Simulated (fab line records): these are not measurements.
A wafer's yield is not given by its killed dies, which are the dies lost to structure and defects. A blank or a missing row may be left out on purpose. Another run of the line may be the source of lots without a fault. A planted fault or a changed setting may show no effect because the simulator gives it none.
Which tool was responsible? | flow n5Finfet | 69 wafers from 23 lots sampled at 6 of the route's 1938 steps

## WHAT EACH GAUGE READ, for each wafer
N5_MOL_CONTACT_COAG_INSPECT_57: inspects for defects (brightfield). Usual: rawDefectCount at 222, with a standard deviation of 56.
lot  | measured     | on               | rawDefectCount | flag
L074 | day 5 01:56  | defectInspect-01 | 160 157 150    | 
L075 | day 5 10:54  | defectInspect-01 | 291 184 230    | 
L076 | day 6 01:18  | defectInspect-01 | 213 259 172    | 
L078 | day 6 04:01  | defectInspect-01 | 243 228 163    | 
L079 | day 6 08:46  | defectInspect-01 | 346 290 145    | 
L080 | day 6 17:16  | defectInspect-01 | 204 200 202    | 
L081 | day 6 20:06  | defectInspect-02 | 377 245 245    | 
L082 | day 7 08:53  | defectInspect-02 | 218 301 207    | 
L083 | day 7 11:57  | defectInspect-02 | 294 166 195    | 
L084 | day 7 17:38  | defectInspect-02 | 181 246 197    | 
L085 | day 7 20:55  | defectInspect-02 | 204 177 272    | 
L086 | day 8 09:09  | defectInspect-01 | 293 207 343    | 
L087 | day 8 08:15  | defectInspect-02 | 266 355 230    | 
L088 | day 9 02:15  | defectInspect-01 | 243 187 124    | 
L089 | day 9 01:02  | defectInspect-01 | 142 305 195    | 
L091 | day 9 06:42  | defectInspect-02 | 152 184 238    | 
L090 | day 9 10:14  | defectInspect-02 | 216 198 242    | 
L092 | day 9 18:52  | defectInspect-01 | 230 200 150    | 
L093 | day 10 03:59 | defectInspect-02 | 243 391 258    | 
L094 | day 10 06:40 | defectInspect-01 | 230 138 165    | 
L095 | day 10 13:05 | defectInspect-01 | 137 179 235    | 
L096 | day 10 20:32 | defectInspect-01 | 172 224 232    | 
L097 | day 11 05:00 | defectInspect-02 | 311 386 336    | 

N5_MOL_CONTACT_COAG_OVL_MEAS_41. Usual: VD_OVL typically reads -0.4 nm, with standard deviation 0.68.
lot  | measured     | on         | VD_OVL (nm)    | flag
L074 | day 5 03:22  | overlay-01 | -0.5 -0.6 -0.9 | 
L075 | day 5 12:06  | overlay-01 | 0.7 0.6 0.5    | 
L076 | day 6 02:52  | overlay-02 | 0.1 -0.2 0.2   | 
L078 | day 6 05:43  | overlay-01 | -0.7 0.1 -0.9  | 
L079 | day 6 09:58  | overlay-02 | -0.9 -1.5 -1.0 | 
L080 | day 6 18:39  | overlay-02 | -1.2 -0.9 -0.7 | 
L081 | day 6 21:17  | overlay-01 | -0.2 -0.4 0.7  | 
L082 | day 7 10:08  | overlay-02 | 0.3 0.1 -0.5   | 
L083 | day 7 13:10  | overlay-01 | -0.4 1.0 -0.2  | 
L084 | day 7 18:49  | overlay-01 | -1.8 -1.2 -0.2 | 
L085 | day 7 22:07  | overlay-02 | -0.4 -1.1 0.3  | 
L086 | day 8 10:32  | overlay-02 | -0.1 0.4 0.5   | 
L087 | day 8 09:27  | overlay-02 | -0.9 -0.3 -1.5 | 
L088 | day 9 03:46  | overlay-02 | 0.8 0.0 0.7    | 
L089 | day 9 02:14  | overlay-01 | -1.0 -0.9 0.3  | 
L091 | day 9 08:04  | overlay-02 | -0.3 0.6 -0.1  | 
L090 | day 9 11:56  | overlay-02 | 0.8 -0.7 -0.6  | 
L092 | day 9 22:08  | overlay-01 | 0.3 0.1 -1.1   | 
L093 | day 10 05:29 | overlay-02 | 0.0 -0.6 -1.0  | 
L094 | day 10 08:07 | overlay-02 | 0.8 -0.5 -0.7  | 
L095 | day 10 14:53 | overlay-01 | -0.4 0.2 -0.5  | 
L096 | day 10 23:26 | overlay-02 | -0.8 -0.5 -1.9 | 
L097 | day 11 06:31 | overlay-02 | -0.6 -1.1 -0.3 | 

## TOOL THAT RAN EACH LOT (tool first, then ch and the chambers of the sampled wafers, then the start)
lot  | N5_MOL_CONTACT_COAG_ETCH_59       | N5_MOL_CONTACT_COAG_ETCH_110      | N5_MOL_CONTACT_COAG_SIL_ANNEAL_21 | N5_MOL_CONTACT_COAG_CMP_23
L074 | rieDiel-03 ch 2,3, day 4 14:10    | rieDiel-03 ch 2,3, day 4 14:25    | rtpAnneal-01 ch 0, day 4 16:47    | cmp-04 ch 0,3, day 4 21:06
L075 | rieDiel-03 ch 0,1,3, day 5 01:21  | rieDiel-03 ch 0,1,3, day 5 01:36  | rtpAnneal-02 ch 0, day 5 03:40    | cmp-04 ch 0,1,2, day 5 06:57
L076 | rieDiel-01 ch 1,2, day 5 12:47    | rieDiel-01 ch 1,2, day 5 13:01    | rtpAnneal-01 ch 0, day 5 15:09    | cmp-01 ch 0,3, day 5 20:58
L078 | rieDiel-03 ch 2,3, day 5 17:13    | rieDiel-03 ch 2,3, day 5 17:28    | rtpAnneal-01 ch 0, day 5 18:58    | cmp-04 ch 0,2, day 5 23:21
L079 | rieDiel-03 ch 0,2,3, day 6 00:29  | rieDiel-03 ch 0,2,3, day 6 00:43  | rtpAnneal-01 ch 0, day 6 02:20    | cmp-04 ch 0,2,3, day 6 05:07
L080 | rieDiel-03 ch 0,1,2, day 6 06:43  | rieDiel-03 ch 0,1,2, day 6 06:57  | rtpAnneal-01 ch 0, day 6 08:19    | cmp-02 ch 0,3, day 6 13:32
L081 | rieDiel-03 ch 0,2, day 6 08:17    | rieDiel-03 ch 0,2, day 6 08:31    | rtpAnneal-01 ch 0, day 6 10:10    | cmp-02 ch 0,1,3, day 6 16:26
L082 | rieDiel-01 ch 1,2,3, day 6 15:51  | rieDiel-01 ch 1,2,3, day 6 16:05  | rtpAnneal-01 ch 0, day 7 01:53    | cmp-01 ch 0,1,2, day 7 04:59
L083 | rieDiel-03 ch 1,2,3, day 6 21:32  | rieDiel-03 ch 1,2,3, day 6 21:47  | rtpAnneal-01 ch 0, day 7 02:04    | cmp-01 ch 0,1,2, day 7 07:50
L084 | rieDiel-06 ch 0,2, day 7 04:06    | rieDiel-06 ch 0,2, day 7 04:20    | rtpAnneal-01 ch 0, day 7 08:10    | cmp-04 ch 0,1,3, day 7 13:53
L085 | rieDiel-03 ch 0,1, day 7 10:16    | rieDiel-03 ch 0,1, day 7 10:31    | rtpAnneal-01 ch 0, day 7 12:20    | cmp-02 ch 1,2, day 7 17:05
L086 | rieDiel-03 ch 0,2,3, day 7 22:16  | rieDiel-03 ch 0,2,3, day 7 22:31  | rtpAnneal-01 ch 0, day 8 02:32    | cmp-02 ch 0,1,3, day 8 05:30
L087 | rieDiel-03 ch 0,1,2, day 7 23:00  | rieDiel-03 ch 0,1,2, day 7 23:15  | rtpAnneal-01 ch 0, day 8 02:14    | cmp-01 ch 1,2,3, day 8 04:36
L088 | rieDiel-01 ch 0,1, day 8 05:32    | rieDiel-01 ch 0,1, day 8 05:47    | rtpAnneal-01 ch 0, day 8 13:50    | cmp-02 ch 1,2, day 8 20:32
L089 | rieDiel-03 ch 0,1,2, day 8 07:52  | rieDiel-03 ch 0,1,2, day 8 08:07  | rtpAnneal-01 ch 0, day 8 13:40    | cmp-01 ch 1,2,3, day 8 20:19
L091 | rieDiel-06 ch 0,1,2, day 8 22:16  | rieDiel-06 ch 0,1,2, day 8 22:31  | rtpAnneal-01 ch 0, day 8 23:54    | cmp-04 ch 2,3, day 9 02:55
L090 | rieDiel-06 ch 0,2,3, day 8 23:09  | rieDiel-06 ch 0,2,3, day 8 23:23  | rtpAnneal-01 ch 0, day 9 00:35    | cmp-02 ch 1,3, day 9 06:35
L092 | rieDiel-03 ch 0,2,3, day 9 08:48  | rieDiel-03 ch 0,2,3, day 9 09:03  | rtpAnneal-01 ch 0, day 9 10:20    | cmp-04 ch 0,1,3, day 9 13:51
L093 | rieDiel-01 ch 0,2, day 9 19:32    | rieDiel-01 ch 0,2, day 9 19:47    | rtpAnneal-01 ch 0, day 9 20:55    | cmp-04 ch 0,1,2, day 10 00:21
L094 | rieDiel-06 ch 0,1,3, day 9 22:29  | rieDiel-06 ch 0,1,3, day 9 22:43  | rtpAnneal-01 ch 0, day 10 00:05   | cmp-02 ch 0,2,3, day 10 03:04
L095 | rieDiel-01 ch 0,3, day 10 02:40   | rieDiel-01 ch 0,3, day 10 02:55   | rtpAnneal-02 ch 0, day 10 04:46   | cmp-04 ch 1,2,3, day 10 07:52
L096 | rieDiel-03 ch 1,2,3, day 10 11:22 | rieDiel-03 ch 1,2,3, day 10 11:37 | rtpAnneal-02 ch 0, day 10 12:46   | cmp-02 ch 1,2, day 10 16:53
L097 | rieDiel-01 ch 1,2,3, day 10 17:16 | rieDiel-01 ch 1,2,3, day 10 17:31 | rtpAnneal-01 ch 0, day 10 20:28   | cmp-02 ch 0,1,3, day 11 00:57
- N5_MOL_CONTACT_COAG_ETCH_59: etches underlayer in N2/H2, target depth 13 nm, time 10.4 s.
- N5_MOL_CONTACT_COAG_ETCH_110: etches Si in CF4/O2, target depth 2.5 nm, time 8 s.
- N5_MOL_CONTACT_COAG_SIL_ANNEAL_21: time 60 s.
- N5_MOL_CONTACT_COAG_CMP_23: polishes, stops on SiO2, t overpolish 1.5 s, target thk 0 nm.

## AS READ BY THE TOOLS THEMSELVES (means over the sampled wafers that have a number; for cases with no such wafer, the mark the record gives instead)
N5_MOL_CONTACT_COAG_ETCH_59. Usual: drypumpMotorCurrentA 5.7 A (standard deviation 0.51); etchRfOnTimeS 10.25 s (standard deviation 0.27); h2FlowSccm 200.1 sccm (standard deviation 0.59); oesProductAu 0.69 a.u. (standard deviation 0.075); rfVppV 525.0 V (standard deviation 2.4); showerheadPlenumPTorr 2.58 Torr (standard deviation 0.092); throttleValvePct 17.80 % (standard deviation 0.23).
lot  | tool       | drypumpMotorCurrentA (A) | etchRfOnTimeS (s) | h2FlowSccm (sccm) | oesProductAu (a.u.) | rfVppV (V) | showerheadPlenumPTorr (Torr) | throttleValvePct (%) | flag
L074 | rieDiel-03 | 5.6                      | 10.07             | 200.5             | 0.73                | 523.1      | 2.50                         | 17.80                | 
L075 | rieDiel-03 | 5.5                      | 10.10             | 200.0             | 0.73                | 524.5      | 2.56                         | 17.67                | 
L076 | rieDiel-01 | 5.6                      | 10.26             | 199.9             | 0.64                | 523.1      | 2.50                         | 17.58                | 
L078 | rieDiel-03 | 5.3                      | 10.17             | 199.9             | 0.73                | 525.1      | 2.55                         | 18.00                | 
L079 | rieDiel-03 | 5.4                      | 10.18             | 199.8             | 0.75                | 524.1      | 2.55                         | 17.78                | 
L080 | rieDiel-03 | 5.2                      | 10.22             | 199.7             | 0.72                | 525.6      | 2.61                         | 17.87                | 
L081 | rieDiel-03 | 5.1                      | 10.34             | 199.9             | 0.74                | 525.0      | 2.60                         | 17.97                | 
L082 | rieDiel-01 | 5.9                      | 10.27             | 200.1             | 0.64                | 524.3      | 2.57                         | 17.76                | 
L083 | rieDiel-03 | 5.5                      | 10.03             | 200.2             | 0.69                | 525.2      | 2.56                         | 17.92                | 
L084 | rieDiel-06 | 5.9                      | 10.40             | 200.3             | 0.60                | 525.7      | 2.59                         | 17.95                | 
L085 | rieDiel-03 | 5.3                      | 10.39             | 200.7             | 0.72                | 525.6      | 2.61                         | 17.66                | 
L086 | rieDiel-03 | 5.4                      | 10.23             | 200.5             | 0.73                | 523.9      | 2.54                         | 17.81                | 
L087 | rieDiel-03 | 5.2                      | 10.27             | 200.0             | 0.70                | 525.8      | 2.60                         | 17.89                | 
L088 | rieDiel-01 | 6.1                      | 10.44             | 200.0             | 0.63                | 525.0      | 2.57                         | 17.60                | 
L089 | rieDiel-03 | 5.2                      | 10.19             | 200.3             | 0.71                | 525.3      | 2.60                         | 17.90                | 
L091 | rieDiel-06 | 6.2                      | 10.51             | 200.1             | 0.59                | 524.9      | 2.58                         | 17.94                | 
L090 | rieDiel-06 | 5.8                      | 10.54             | 200.0             | 0.66                | 526.9      | 2.61                         | 17.88                | 
L092 | rieDiel-03 | 5.4                      | 10.29             | 200.0             | 0.71                | 524.5      | 2.54                         | 17.83                | 
L093 | rieDiel-01 | 5.6                      | 10.28             | 200.7             | 0.69                | 526.9      | 2.69                         | 17.73                | 
L094 | rieDiel-06 | 5.9                      | 10.40             | 199.8             | 0.66                | 525.9      | 2.64                         | 17.78                | 
L095 | rieDiel-01 | 6.4                      | 10.46             | 200.5             | 0.70                | 526.3      | 2.64                         | 17.61                | 
L096 | rieDiel-03 | 5.5                      | 10.13             | 199.9             | 0.66                | 523.2      | 2.54                         | 17.96                | 
L097 | rieDiel-01 | 5.9                      | 9.92              | 200.0             | 0.81                | 527.9      | 2.67                         | 17.50                | 

N5_MOL_CONTACT_COAG_ETCH_110. Usual: O2_flow_sccm 10.00 sccm, standard deviation 0.03; drypumpMotorCurrentA 5.6 A, standard deviation 0.51; oesProductAu 0.80 a.u., standard deviation 0.088; rfVppV 127.2 V, standard deviation 2.7; showerheadPlenumPTorr 2.26 Torr, standard deviation 0.069; throttleValvePct 10.71 %, standard deviation 0.22.
lot  | tool       | O2_flow_sccm (sccm) | drypumpMotorCurrentA (A) | oesProductAu (a.u.) | rfVppV (V) | showerheadPlenumPTorr (Torr) | throttleValvePct (%) | flag
L074 | rieDiel-03 | 10.01               | 5.6                      | 0.86                | 125.8      | 2.20                         | 10.68                | 
L075 | rieDiel-03 | 10.02               | 5.5                      | 0.85                | 126.1      | 2.24                         | 10.57                | 
L076 | rieDiel-01 | 10.00               | 5.5                      | 0.76                | 124.5      | 2.21                         | 10.71                | 
L078 | rieDiel-03 | 10.04               | 5.3                      | 0.85                | 125.3      | 2.23                         | 10.74                | 
L079 | rieDiel-03 | 9.99                | 5.4                      | 0.88                | 126.5      | 2.23                         | 10.59                | 
L080 | rieDiel-03 | 10.00               | 5.2                      | 0.84                | 126.9      | 2.28                         | 10.64                | 
L081 | rieDiel-03 | 10.04               | 5.1                      | 0.87                | 126.5      | 2.27                         | 10.64                | 
L082 | rieDiel-01 | 10.03               | 5.8                      | 0.76                | 125.9      | 2.26                         | 10.79                | 
L083 | rieDiel-03 | 9.99                | 5.5                      | 0.80                | 125.5      | 2.24                         | 10.79                | 
L084 | rieDiel-06 | 9.98                | 5.9                      | 0.70                | 129.4      | 2.26                         | 10.91                | 
L085 | rieDiel-03 | 10.01               | 5.3                      | 0.85                | 129.0      | 2.27                         | 10.50                | 
L086 | rieDiel-03 | 10.02               | 5.4                      | 0.85                | 125.9      | 2.22                         | 10.62                | 
L087 | rieDiel-03 | 10.01               | 5.2                      | 0.82                | 127.7      | 2.27                         | 10.67                | 
L088 | rieDiel-01 | 10.03               | 6.1                      | 0.74                | 126.4      | 2.25                         | 10.72                | 
L089 | rieDiel-03 | 10.00               | 5.2                      | 0.82                | 126.6      | 2.27                         | 10.69                | 
L091 | rieDiel-06 | 10.00               | 6.2                      | 0.70                | 130.1      | 2.26                         | 10.94                | 
L090 | rieDiel-06 | 10.02               | 5.8                      | 0.77                | 127.1      | 2.28                         | 10.78                | 
L092 | rieDiel-03 | 10.01               | 5.4                      | 0.84                | 126.7      | 2.22                         | 10.65                | 
L093 | rieDiel-01 | 9.97                | 5.6                      | 0.81                | 128.6      | 2.34                         | 10.56                | 
L094 | rieDiel-06 | 10.00               | 5.9                      | 0.76                | 130.4      | 2.31                         | 10.77                | 
L095 | rieDiel-01 | 9.96                | 6.4                      | 0.82                | 128.4      | 2.30                         | 10.56                | 
L096 | rieDiel-03 | 10.02               | 5.5                      | 0.78                | 126.2      | 2.23                         | 10.87                | 
L097 | rieDiel-01 | 9.99                | 5.8                      | 0.94                | 128.1      | 2.33                         | 10.37                | 

N5_MOL_CONTACT_COAG_SIL_ANNEAL_21. Usual: lampPowerPct 5.60 %, standard deviation 0.071; wafer_temp_C_max 551.5, standard deviation 0.36.
lot  | tool         | lampPowerPct (%) | wafer_temp_C_max | flag
L074 | rtpAnneal-01 | 5.63             | 551.2            | 
L075 | rtpAnneal-02 | 5.41             | 551.7            | 
L076 | rtpAnneal-01 | 5.63             | 551.8            | 
L078 | rtpAnneal-01 | 5.63             | 551.1            | 
L079 | rtpAnneal-01 | 5.63             | 551.5            | 
L080 | rtpAnneal-01 | 5.63             | 551.5            | 
L081 | rtpAnneal-01 | 5.63             | 551.5            | 
L082 | rtpAnneal-01 | 5.63             | 551.5            | 
L083 | rtpAnneal-01 | 5.63             | 551.5            | 
L084 | rtpAnneal-01 | 5.63             | 551.5            | 
L085 | rtpAnneal-01 | 5.63             | 551.2            | 
L086 | rtpAnneal-01 | 5.63             | 551.5            | 
L087 | rtpAnneal-01 | 5.63             | 551.4            | 
L088 | rtpAnneal-01 | 5.62             | 551.5            | 
L089 | rtpAnneal-01 | 5.63             | 551.3            | 
L091 | rtpAnneal-01 | 5.63             | 551.3            | 
L090 | rtpAnneal-01 | 5.63             | 551.1            | 
L092 | rtpAnneal-01 | 5.63             | 551.6            | 
L093 | rtpAnneal-01 | 5.63             | 551.7            | 
L094 | rtpAnneal-01 | 5.63             | 551.3            | 
L095 | rtpAnneal-02 | 5.41             | 551.3            | 
L096 | rtpAnneal-02 | 5.42             | 551.7            | 
L097 | rtpAnneal-01 | 5.63             | 551.5            | 

N5_MOL_CONTACT_COAG_CMP_23. Usual: motorCurrentA 8.1 A, standard deviation 0.84; overpolishRunS 1.499 s, standard deviation 0.0093; platenRpm 50.29 rpm, standard deviation 0.035; retainingRingPressureFrac 1.000, standard deviation 0.0051; slurryFlowMlMin 150.0, standard deviation 0.46; timeToEndpointS 9.6 s, standard deviation 2.7.
lot  | tool   | motorCurrentA (A) | overpolishRunS (s) | platenRpm (rpm) | retainingRingPressureFrac | slurryFlowMlMin | timeToEndpointS (s) | flag
L074 | cmp-04 | 8.6               | 1.501              | 50.30           | 1.003                     | 150.1           | 8.4                 | 
L075 | cmp-04 | 7.7               | 1.505              | 50.30           | 0.999                     | 150.1           | 9.8                 | 
L076 | cmp-01 | 7.5               | 1.498              | 50.27           | 0.999                     | 150.1           | 12.7                | 
L078 | cmp-04 | 7.8               | 1.502              | 50.30           | 0.999                     | 149.9           | 11.2                | 
L079 | cmp-04 | 7.8               | 1.497              | 50.29           | 1.002                     | 150.2           | 11.8                | 
L080 | cmp-02 | 8.1               | 1.504              | 50.32           | 1.001                     | 150.0           | 10.7                | 
L081 | cmp-02 | 8.3               | 1.499              | 50.31           | 0.995                     | 150.4           | 7.5                 | 
L082 | cmp-01 | 7.9               | 1.497              | 50.30           | 0.996                     | 149.9           | 9.7                 | 
L083 | cmp-01 | 8.0               | 1.498              | 50.30           | 1.007                     | 150.1           | 6.4                 | 
L084 | cmp-04 | 8.0               | 1.508              | 50.28           | 1.001                     | 150.1           | 8.8                 | 
L085 | cmp-02 | 8.3               | 1.503              | 50.30           | 1.001                     | 150.0           | 9.5                 | 
L086 | cmp-02 | 7.8               | 1.497              | 50.31           | 1.000                     | 149.9           | 8.3                 | 
L087 | cmp-01 | 8.1               | 1.505              | 50.28           | 1.000                     | 149.7           | 7.2                 | 
L088 | cmp-02 | 8.4               | 1.491              | 50.30           | 1.001                     | 149.8           | 11.4                | 
L089 | cmp-01 | 7.9               | 1.504              | 50.29           | 1.002                     | 150.0           | 9.1                 | 
L091 | cmp-04 | 7.7               | 1.498              | 50.29           | 1.004                     | 149.8           | 11.1                | 
L090 | cmp-02 | 7.4               | 1.500              | 50.27           | 1.000                     | 150.2           | 12.3                | 
L092 | cmp-04 | 8.2               | 1.499              | 50.29           | 1.003                     | 149.9           | 9.2                 | 
L093 | cmp-04 | 7.8               | 1.495              | 50.30           | 0.996                     | 150.0           | 8.3                 | 
L094 | cmp-02 | 8.8               | 1.495              | 50.28           | 0.999                     | 149.9           | 10.4                | 
L095 | cmp-04 | 7.6               | 1.497              | 50.34           | 1.003                     | 150.2           | 12.1                | 
L096 | cmp-02 | 8.5               | 1.507              | 50.29           | 1.001                     | 149.8           | 8.9                 | 
L097 | cmp-02 | 8.2               | 1.495              | 50.31           | 1.001                     | 150.0           | 8.3                 | 

## THE ANSWER, worked out from the rows above alone
Rule: lot off if the mean of its wafers having a number is beyond 3 standard deviations from the usual mean. A lot without any number at a reading at which 4 lots or more have one is off too. Where the step has rows for the other lots, those lots are counted as sound. After the gauges, taken in route order, come the tools' own readings; for these a lot's mean is taken, as printed above. The first step at which some lot is off is used, and at that step the reading that is off furthest; a lot without a number counts as furthest.
Nothing can be told from this: no lot is off at any reading shown.

## WHAT THE SIMULATOR PUT IN
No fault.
